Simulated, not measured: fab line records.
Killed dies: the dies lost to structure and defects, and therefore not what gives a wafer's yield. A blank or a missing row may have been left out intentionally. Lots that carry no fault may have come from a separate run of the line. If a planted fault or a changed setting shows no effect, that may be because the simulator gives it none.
Matching of chambers / flow n5 finfet / 4 sister chambers for N5_BEOL_M13_CMP_49 on cmp-02
The step polishes, stops on SiOC, t overpolish 17.1 s, target thk 420 nm. 8 wafers are shown with their chamber, then 7 later ones without.

WAFERS, EACH WITH ITS CHAMBER
wafer=L077.3; chamber=2; motor current A (A)=6.6; slurry flow ml min=150.8
wafer=L088.2; chamber=2; motor current A (A)=6.2; slurry flow ml min=150.5
wafer=L088.3; chamber=1; motor current A (A)=5.6; slurry flow ml min=149.9
wafer=L091.1; chamber=3; motor current A (A)=6.5; slurry flow ml min=150.1
wafer=L091.4; chamber=0; motor current A (A)=6.2; slurry flow ml min=149.4
wafer=L091.5; chamber=1; motor current A (A)=5.5; slurry flow ml min=150.0
wafer=L093.2; chamber=3; motor current A (A)=6.5; slurry flow ml min=150.1
wafer=L093.3; chamber=0; motor current A (A)=6.3; slurry flow ml min=149.1

WAFERS WITHOUT THEIR CHAMBER
wafer=L093.6; motor current A (A)=5.9; slurry flow ml min=149.0
wafer=L095.4; motor current A (A)=5.5; slurry flow ml min=150.3
wafer=L095.5; motor current A (A)=6.2; slurry flow ml min=149.2
wafer=L095.6; motor current A (A)=6.4; slurry flow ml min=149.5
wafer=L097.2; motor current A (A)=6.0; slurry flow ml min=150.3
wafer=L097.3; motor current A (A)=6.5; slurry flow ml min=150.2
wafer=L097.6; motor current A (A)=6.4; slurry flow ml min=150.4

WHICH CHAMBER EACH WENT THROUGH
wafer=L093.6; from the rows above=0; in truth=0
wafer=L095.4; from the rows above=1; in truth=1
wafer=L095.5; from the rows above=0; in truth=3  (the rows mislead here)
wafer=L095.6; from the rows above=0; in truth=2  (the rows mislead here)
wafer=L097.2; from the rows above=can't be placed: 2 or 3 or 1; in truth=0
wafer=L097.3; from the rows above=3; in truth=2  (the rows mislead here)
wafer=L097.6; from the rows above=can't be placed: 2 or 3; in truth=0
Correctly placed: 2 of 7. Not placeable from these rows: 2 (in 0, the candidates include the true chamber). 3 placed wrongly.
How it was worked out, from the rows above alone: a wafer's distance from a chamber is the root of the sum, over the readings, of the square of ((its reading less the chamber's mean) divided by the reading's scatter). The wafer belongs to the nearest chamber; if the next one is less than 2 further off, it can't be placed. The mean given for a chamber averages the wafers shown for that chamber. The scatter: take each reading less its chamber's mean, square it, sum over the shown wafers, divide by the number of wafers less the number of chambers, and take the root.
